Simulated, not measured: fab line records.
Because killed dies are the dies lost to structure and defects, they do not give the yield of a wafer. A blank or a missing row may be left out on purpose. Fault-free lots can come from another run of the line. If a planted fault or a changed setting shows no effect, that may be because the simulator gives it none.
Struck lot and sound lot, side by side / flow n5 finfet / 15 steps out of a route of 1938
Sound: these wafers, L853.1, L853.2, L853.3. Wafers L847.3, L847.4, L847.5 were the ones struck. Last of all comes the cause.
Each step with rows lists, per side, the tool, then ch with its chambers, then its first start. Under that, the readings that differ: sound wafers / struck wafers / difference of the means / sigmas: that difference in standard deviations of wafers without a fault.
alike: readings whose means differ by less than 2 such deviations, and words and numbers that are the same on both sides. not compared: withheld readings, readings that some wafer has no value for, bounds like >300 that may hide the same value, and numbers for which the record gives no deviation and whose values overlap.
Wherever a step has rows on one side only, a row that says differs or no value, or a row with sigmas, the two part there. Non-overlapping numbers with no deviation appear without sigmas and do not part them. Lack of a reading on every wafer of one side parts them only where that side has two or more wafers.

first, 8 steps without rows for these wafers: N5_WELL_APT_HMDS_01 (time 60 s); N5_WELL_APT_COAT_02 (resist thk 950 nm); N5_WELL_APT_EBR_04; N5_WELL_APT_SOFTBAKE_03 (time 60 s); N5_WELL_APT_EXPOSE_05 (exposes mask NWELL, defocus 0 nm, target cd 200 nm); N5_WELL_APT_PEB_06 (peb time 90 s); N5_WELL_APT_DEVELOP_07 (develop time 45 s); N5_WELL_APT_HARDBAKE_12 (time 120 s).
N5_WELL_APT_CD_MEAS_08: target cd 200 nm.
  sound on cd sem-02 ch 0, day 6 13:41; struck on cd sem-02 ch 0, day 5 01:34
  alike: cd nm
N5_WELL_APT_OVL_MEAS_09:
  sound on overlay-02 ch 0, day 6 13:43; struck on overlay-01 ch 0, day 5 01:35
  alike: NWELL_OVL
N5_WELL_APT_INSPECT_10: inspects for defects (macro).
  sound on defect inspect-01 at day 6 13:44; struck on defect inspect-02 at day 5 01:37
  alike: raw defect count
N5_WELL_APT_DESCUM_13: chemistry O2, time 7.9 s.
  sound on rie diel-05 ch 0,1,3, day 6 13:46; struck on rie diel-01 ch 1,3, day 5 01:52
  alike: drypump motor current A, oes product au, rf vpp V, showerhead plenum p Torr, throttle valve pct
  not compared: rf hours counter h
N5_WELL_APT_IMPLANT_14:
  sound on implanter-01 ch 0, day 6 13:52; struck on implanter-02 ch 0, day 5 02:01
reading=dose ions cm2; sound=1.4976e+13 1.4996e+13 1.4983e+13; struck=1.4141e+13 1.413e+13 1.4144e+13; difference=-8.4667e+11; sigmas=-47
reading=faraday current uA; sound=187 190 190; struck=179 175 182; difference=-10; sigmas=-3
  alike: end station pressure torr, rotation deg
following that, these wafers have no rows for 1 step: N5_WELL_APT_IMPLANT_15.
-- a jump in the record: the struck wafers' starts before and after are 13 days apart (it breaks off in module WELL_APT and resumes in module PASSIVATION, where the first step shown is number 1936 of the route) --
N5_PASSIVATION_PROBE_49:
  sound on prober-02 at day 20 04:02; struck on prober-01 at day 17 16:37
  alike: killed_at_M0_to_M3, killed_at_M4_up, killed at contacts, killed at front end, killed at other, killed dies, killed open, killed short

== WHERE THEY PART ==
Within this record, at N5_WELL_APT_IMPLANT_14 only. Later steps at which nothing parts them and some readings are alike: N5_PASSIVATION_PROBE_49.

WHY: the cause the simulator had injected
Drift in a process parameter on implanter-02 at N5_WELL_APT_IMPLANT_14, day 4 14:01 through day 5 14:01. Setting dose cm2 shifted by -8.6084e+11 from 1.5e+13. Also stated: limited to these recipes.
